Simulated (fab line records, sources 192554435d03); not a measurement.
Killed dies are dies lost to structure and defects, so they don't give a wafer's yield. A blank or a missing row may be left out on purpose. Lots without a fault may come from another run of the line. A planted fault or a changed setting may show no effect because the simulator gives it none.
Chamber matching | flow n5_finfet | N5_BEOL_M3_STRIP_36 on rie_diel-01: 4 sister chambers
The step strips in N2/H2. 8 wafers are shown with their chamber, then 12 later ones without.

WAFERS WITH THEIR CHAMBER
wafer  | chamber | throttle_valve_pct (%) | drypump_motor_current_A (A)
L091.1 | 1       | 23.8                   | 6.13
L091.2 | 2       | 24.0                   | 5.66
L091.4 | 3       | 22.9                   | 5.84
L091.5 | 0       | 23.0                   | 5.67
L091.6 | 1       | 23.8                   | 6.14
L093.1 | 3       | 23.0                   | 5.83
L093.2 | 0       | 23.1                   | 5.67
L093.3 | 2       | 24.0                   | 5.65

WAFERS WITHOUT THEIR CHAMBER
wafer  | throttle_valve_pct (%) | drypump_motor_current_A (A)
L093.4 | 23.8                   | 6.15
L093.5 | 23.1                   | 5.69
L093.6 | 23.8                   | 6.12
L090.1 | 23.8                   | 6.11
L090.2 | 24.0                   | 5.67
L090.4 | 22.9                   | 5.85
L092.3 | 23.0                   | 5.85
L092.4 | 23.9                   | 6.11
L092.5 | 23.0                   | 5.86
L096.3 | 23.9                   | 6.13
L096.5 | 23.9                   | 6.11
L096.6 | 23.1                   | 5.67

WHICH CHAMBER EACH WENT THROUGH
wafer  | from the rows above | in truth
L093.4 | 1                   | 1
L093.5 | 0                   | 0
L093.6 | 1                   | 1
L090.1 | 1                   | 1
L090.2 | 2                   | 2
L090.4 | 3                   | 3
L092.3 | 3                   | 3
L092.4 | 1                   | 1
L092.5 | 3                   | 3
L096.3 | 1                   | 1
L096.5 | 1                   | 1
L096.6 | 0                   | 0
Placed correctly: 12 of 12. Can't be placed from these rows: 0. Placed wrongly: 0.
How it was worked out, from the rows above alone: a wafer's distance from a chamber is the root of the sum, over the readings, of the square of ((its reading less the chamber's mean) divided by the reading's scatter). The wafer belongs to the nearest chamber; if the next one is less than 2 further off, it can't be placed. A chamber's mean is the mean of its shown wafers. The scatter: the root of (the sum of the squares of (reading less its chamber's mean) over the shown wafers, divided by (wafers less chambers)).
